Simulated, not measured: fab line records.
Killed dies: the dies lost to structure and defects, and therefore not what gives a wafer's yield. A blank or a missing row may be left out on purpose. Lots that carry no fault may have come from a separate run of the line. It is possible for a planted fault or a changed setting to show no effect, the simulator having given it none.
Matching of chambers + flow nand harc + NHARC_A_CHANNEL_HOLE_D2_ETCH_38 on rie diel-06: 4 sister chambers
The step etches the open film in CF4, target depth 39 nm, time 65 s. 16 wafers are shown with their chamber, then 8 later ones without.

## WAFERS WITH THEIR CHAMBER
| wafer  | chamber | showerhead plenum p Torr (Torr) | drypump motor current A (A) | rf vpp V (V) |
|--------|---------|---------------------------------|-----------------------------|--------------|
| L617.2 | 2       | 1.70                            | 5.3                         | 150.1        |
| L617.3 | 3       | 1.66                            | 6.5                         | 149.5        |
| L617.5 | 1       | 1.65                            | 5.6                         | 149.4        |
| L621.1 | 3       | 1.66                            | 6.6                         | 149.9        |
| L621.4 | 0       | 1.81                            | 5.6                         | 151.1        |
| L621.6 | 3       | 1.66                            | 6.6                         | 150.3        |
| L623.1 | 3       | 1.66                            | 6.5                         | 151.2        |
| L623.2 | 2       | 1.69                            | 5.3                         | 150.1        |
| L623.3 | 1       | 1.65                            | 5.6                         | 151.2        |
| L628.1 | 3       | 1.66                            | 6.6                         | 148.8        |
| L628.2 | 2       | 1.69                            | 5.2                         | 149.6        |
| L628.5 | 0       | 1.81                            | 5.6                         | 152.2        |
| L631.1 | 1       | 1.65                            | 5.5                         | 150.3        |
| L631.2 | 0       | 1.80                            | 5.6                         | 152.3        |
| L631.3 | 3       | 1.66                            | 6.6                         | 150.7        |
| L632.1 | 2       | 1.69                            | 5.3                         | 149.8        |

SIGNATURES, as means of the wafers listed above
| reading                  | chamber 0 | chamber 1 | chamber 2 | chamber 3 | scatter within a chamber |
|--------------------------|-----------|-----------|-----------|-----------|--------------------------|
| showerhead plenum p Torr | 1.8067    | 1.6500    | 1.6925    | 1.6600    | 0.00344                  |
| drypump motor current A  | 5.600     | 5.567     | 5.275     | 6.567     | 0.0479                   |
| rf vpp V                 | 151.867   | 150.300   | 149.900   | 150.067   | 0.729                    |
Rule: distance of a wafer from a chamber = root of the sum over the readings of ((wafer's reading minus chamber's mean) / reading's scatter) squared. If the next closest chamber is less than 2 further off than the closest, the wafer can't be placed; otherwise it belongs to the closest. The scatter is the square root of a quotient: the sum, over the shown wafers, of each reading's squared deviation from its chamber's mean, divided by wafers minus chambers.

## WAFERS WITHOUT THEIR CHAMBER
| wafer  | showerhead plenum p Torr (Torr) | drypump motor current A (A) | rf vpp V (V) |
|--------|---------------------------------|-----------------------------|--------------|
| L632.4 | 1.69                            | 5.3                         | 150.1        |
| L632.5 | 1.80                            | 5.6                         | 153.1        |
| L636.1 | 1.66                            | 6.6                         | 149.8        |
| L636.2 | 1.69                            | 5.2                         | 149.2        |
| L636.5 | 1.66                            | 6.5                         | 150.0        |
| L638.3 | 1.66                            | 6.6                         | 149.4        |
| L638.5 | 1.66                            | 6.6                         | 149.9        |
| L638.6 | 1.69                            | 5.2                         | 152.4        |

## CHAMBER TAKEN BY EACH
| wafer  | from the rows above | in truth |
|--------|---------------------|----------|
| L632.4 | 2                   | 2        |
| L632.5 | 0                   | 0        |
| L636.1 | 3                   | 3        |
| L636.2 | 2                   | 2        |
| L636.5 | 3                   | 3        |
| L638.3 | 3                   | 3        |
| L638.5 | 3                   | 3        |
| L638.6 | 2                   | 2        |
Correct placement for 8 of the 8. Number that these rows cannot place: 0. Placed wrongly: 0.
